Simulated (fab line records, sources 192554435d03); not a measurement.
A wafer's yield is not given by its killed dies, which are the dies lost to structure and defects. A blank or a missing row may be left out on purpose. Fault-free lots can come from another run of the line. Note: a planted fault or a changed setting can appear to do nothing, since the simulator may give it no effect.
A lot that was struck, set against a sound lot + flow n5-finfet + 15 steps out of a route of 1938
Sound: wafers L356.1, L356.4, L356.5. Struck: wafer L363.4; the same lot's L363.6 was not struck, so it is left out; see the end for the cause.
At each step with rows: each side's tool, then ch and its chambers, then its first start. Under that, the readings that differ: sound wafers + struck wafers + difference of the means + sigmas: that difference in standard deviations of wafers without a fault.
alike: readings whose means differ by less than 2 such deviations, and words and numbers that are the same on both sides. not compared: withheld readings, readings that some wafer has no value for, bounds like >300 that may hide the same value, and numbers for which the record gives no deviation and whose values overlap.
Wherever a step has rows on one side only, a row that says differs or no value, or a row with sigmas, the two part there. When numbers do not overlap yet have no deviation, they are printed without sigmas and do not part them. Lack of a reading on every wafer of one side parts them only where that side has two or more wafers.

N5_BEOL_M6_OVL_MEAS_29:
  sound on overlay-01 ch 0, day 9 15:04; struck on overlay-02 ch 0, day 11 13:33
| reading     | sound       | struck | difference | sigmas |
|-------------|-------------|--------|------------|--------|
| V5_OVL (nm) | 0.0 0.3 0.3 | -1.4   | -1.6       | -2     |
N5_BEOL_M6_INSPECT_30: inspects for defects (brightfield).
  sound on defect-inspect-02, day 9 15:07; struck on defect-inspect-01, day 11 13:35
  alike: raw-defect-count
N5_BEOL_M6_DESCUM_33: chemistry O2, time 7 s.
  sound on rie-diel-03 ch 0,1, day 9 15:09; struck on rie-diel-05 ch 2, day 11 13:38
| reading                         | sound             | struck | difference | sigmas |
|---------------------------------|-------------------|--------|------------|--------|
| oes-product-au (a.u.)           | 0.71 0.85 0.70    | 0.98   | +0.23      | +2     |
| rf-vpp-V (V)                    | 241.7 242.9 242.3 | 245.5  | +3.2       | +2     |
| showerhead-plenum-p-Torr (Torr) | 2.09 2.03 2.09    | 2.23   | +0.16      | +2     |
  alike: drypump-motor-current-A, temp-c, throttle-valve-pct
  not compared: rf-hours-counter-h
N5_BEOL_M6_ETCH_72: etches underlayer in N2/H2, target depth 6.5 nm, time 5.2 s.
  sound on rie-diel-03 ch 0,1, day 9 15:11; struck on rie-diel-05 ch 2, day 11 13:40
| reading                         | sound          | struck | difference | sigmas |
|---------------------------------|----------------|--------|------------|--------|
| oes-product-au (a.u.)           | 0.60 0.73 0.60 | 0.83   | +0.19      | +2     |
| showerhead-plenum-p-Torr (Torr) | 2.51 2.48 2.51 | 2.72   | +0.22      | +2     |
  alike: drypump-motor-current-A, etch-rf-on-time-s, rf-vpp-V, throttle-valve-pct
  not compared: rf-hours-counter-h
then, 6 steps without rows for these wafers: N5_BEOL_M6_ETCH_65 (etches SiARC in CF4, target depth 15.6 nm, time 26 s); N5_BEOL_M6_ETCH_66 (etches SOC in N2/H2, target depth 80 nm, overetch 16 nm, time 120 s); N5_BEOL_M6_STRIP_69 (strips in N2/H2); N5_BEOL_M6_STRIP_73 (strips in N2/H2); N5_BEOL_M6_VIA_ETCH_34 (etches SiCOH lowk in C4F6/O2, target depth 126.3 nm, time 50.9 s); N5_BEOL_M6_STRIP_76 (strips in C4F6/O2).
N5_BEOL_M6_STRIP_36: strips in N2/H2.
  sound on rie-diel-03 ch 0,1, day 9 15:23; struck on rie-diel-05 ch 2, day 11 13:53
| reading                         | sound          | struck | difference | sigmas |
|---------------------------------|----------------|--------|------------|--------|
| showerhead-plenum-p-Torr (Torr) | 2.50 2.48 2.50 | 2.72   | +0.23      | +2     |
  alike: drypump-motor-current-A, oes-product-au, rf-vpp-V, temp-c, throttle-valve-pct
  not compared: rf-hours-counter-h
N5_BEOL_M6_TRENCH_ETCH_37: etches SiCOH lowk in C4F6/O2, target depth 94.435 nm, time 31.5 s.
  sound on rie-diel-03 ch 0,1; struck on rie-diel-05 ch 2
| reading                         | sound          | struck | difference | sigmas |
|---------------------------------|----------------|--------|------------|--------|
| oes_ar_750_au (a.u.)            | 0.71 0.85 0.71 | 0.97   | +0.21      | +2     |
| oes_o_777_au (a.u.)             | 0.71 0.85 0.71 | 0.97   | +0.21      | +2     |
| showerhead-plenum-p-Torr (Torr) | 2.83 2.78 2.83 | 3.01   | +0.20      | +2     |
  alike: drypump-motor-current-A, oes-product-au, rf-vpp-V, throttle-valve-pct
  not compared: rf-hours-counter-h
N5_BEOL_M6_ETCH_41: etches SiCN in CH3F/O2, target depth 29.7 nm, time 52 s.
  sound on rie-diel-03 ch 0,1, day 9 15:27; struck on rie-diel-05 ch 2, day 11 13:57
| reading                         | sound             | struck | difference | sigmas |
|---------------------------------|-------------------|--------|------------|--------|
| showerhead-plenum-p-Torr (Torr) | 1.99 1.95 1.99    | 2.12   | +0.14      | +2     |
| model.etch.depth-nm (nm)        | 19.42 20.13 19.38 | 14.83  | -4.81      |        |
  alike: drypump-motor-current-A, oes-product-au, rf-vpp-V, throttle-valve-pct
  not compared: rf-hours-counter-h
N5_BEOL_M6_STRIP_80: strips in N2/H2, time 10 s.
  sound on rie-diel-03 ch 0,1; struck on rie-diel-05 ch 2
| reading                         | sound          | struck | difference | sigmas |
|---------------------------------|----------------|--------|------------|--------|
| showerhead-plenum-p-Torr (Torr) | 2.50 2.48 2.50 | 2.71   | +0.22      | +2     |
  alike: drypump-motor-current-A, oes-product-au, rf-vpp-V, temp-c, throttle-valve-pct
  not compared: rf-hours-counter-h
-- here the record skips 4 days between the struck wafers' starts before and after, leaving off in module BEOL_M6 and picking up in module PASSIVATION (first step shown: number 1936 of the route) --
N5_PASSIVATION_PROBE_49:
  sound on prober-02, day 13 10:32; struck on prober-01, day 15 07:38
| reading         | sound   | struck | difference | sigmas |
|-----------------|---------|--------|------------|--------|
| killed-at-other | 10 10 7 | 1      | -8         | -3     |
  alike: defect-limited-yield, killed_at_M0_to_M3, killed_at_M4_up, killed-at-contacts, killed-at-front-end, killed-dies, killed-on-rim, killed-open, killed-short, sort_bin_5_function, sort_bin_6_memory, sort_bin_8_speed, sort-n-pass, sort-yield-pct

WHERE THEY PART
Last at N5_PASSIVATION_PROBE_49 as far as this record goes, first at N5_BEOL_M6_OVL_MEAS_29.

WHY: what had been put in by the simulator
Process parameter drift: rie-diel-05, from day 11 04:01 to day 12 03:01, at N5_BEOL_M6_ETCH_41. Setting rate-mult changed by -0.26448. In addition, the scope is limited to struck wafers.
